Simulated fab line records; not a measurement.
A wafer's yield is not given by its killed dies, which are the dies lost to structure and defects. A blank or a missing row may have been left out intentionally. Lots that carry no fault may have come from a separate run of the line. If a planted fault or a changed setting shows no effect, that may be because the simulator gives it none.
One fault through the eyes of 2 desks	flow n5Finfet	only its own numbers are on each desk; what lay behind them is given at the end

== DESK OF THE TOOL OWNER: implanter-01 ==
N5_WELL_APT_IMPLANT_15, tool's own readings: per-lot mean of the sampled wafers with a number, covering each lot this tool ran. If a lot's mean is further than 4 standard deviations from the usual mean, the lot is out of limits and carries the mark OUT (the distance appears in the brackets).
Columns: A = doseIonsCm2 at N5_WELL_APT_IMPLANT_15, usual 1.5001e+13; B = faradayCurrentUA at N5_WELL_APT_IMPLANT_15, usual 191
lot	first seen here	A	B
L502	day 2 08:28	1.4993e+13	194
L503	day 2 13:57	1.5009e+13	186
L509	day 4 02:15	1.4983e+13	192
L521	day 7 02:26	2.1529e+13 (+99 or more) OUT	270 (+21) OUT
L522	day 7 08:14	2.1512e+13 (+99 or more) OUT	276 (+22) OUT
This desk's verdict: out of limits on L521, L522, starting with L521 at day 7 02:26 (doseIonsCm2 at N5_WELL_APT_IMPLANT_15). L502, L503, L509: within limits.

== FROM THE METROLOGY DESK ==
What the gauges read, lot by lot, whatever tool the lot ran on: means of the sampled wafers that have a number. If a lot's mean is further than 4 standard deviations from the usual mean, the lot is out of limits and carries the mark OUT (the distance appears in the brackets). Readings shown: 7 out of 13 (the first out of limits, and those lying furthest out on some lot).
Columns: A = cdNm at N5_WELL_APT_CD_MEAS_08, usual 200.4 nm; B = CJ_P at N5_BEOL_M4_RC_MEAS_101, usual 5.84; C = DIBL_P at N5_BEOL_M4_RC_MEAS_101, usual 36.5 mV/V; D = ION_N at N5_BEOL_M4_RC_MEAS_101, usual 675 uA/um; E = SS_N at N5_BEOL_M4_RC_MEAS_101, usual 71.6 mV/dec; F = SS_P at N5_BEOL_M4_RC_MEAS_101, usual 73.3 mV/dec; G = VT_N at N5_BEOL_M4_RC_MEAS_101, usual 249 mV
lot	first seen here	A	B	C	D	E	F	G
L499	day 1 13:35	198.3	5.90	36.2	676	71.5	73.6	252
L502	day 2 07:34	200.3	5.92	35.3	680	71.2	73.1	253
L503	day 2 13:35	201.4	5.59	37.2	675	72.1	73.8	248
L504	day 2 19:40	198.8	5.68	35.7	680	71.3	72.4	251
L505	day 3 01:34	199.9	5.68	37.6	681	72.1	72.9	249
L506	day 3 07:36	200.8	5.88	33.3	663	70.6	71.8	254
L507	day 3 13:52	200.9	5.78	35.5	658	71.5	72.8	253
L509	day 4 01:51	200.6	5.95	35.0	681	70.9	73.5	251
L512	day 4 19:50	199.5	6.05	37.3	671	71.9	74.0	249
L521	day 7 01:34	201.0	7.09 (+7.0) OUT	36.0	671	71.6	73.9	250
L522	day 7 07:52	201.6	6.75 (+5.1) OUT	36.6	675	71.7	73.7	249
This desk's finding: out of limits on L521, L522; first on L522, day 13 10:06 (CJ_P at N5_BEOL_M4_RC_MEAS_101). L499, L502, L503, L504, L505, L506, L507, L509, L512: within limits.

== BROUGHT TOGETHER ==
The tool owner's desk had the chance to raise an alarm at day 7 02:26 on L521, L522.
On L521, L522, the metrology desk was in a position to raise an alarm at day 13 10:06.
Every lot named ran N5_WELL_APT_IMPLANT_15 on implanter-01.

== WHAT WAS PUT IN BY THE SIMULATOR ==
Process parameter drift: implanter-01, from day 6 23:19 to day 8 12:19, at N5_WELL_APT_IMPLANT_15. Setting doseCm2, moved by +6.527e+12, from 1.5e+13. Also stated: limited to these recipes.
Shown lots that were struck: L521, L522.
Fault start to first reading out of limits, in hours, per desk: tool owner, 3; metrology, 155.
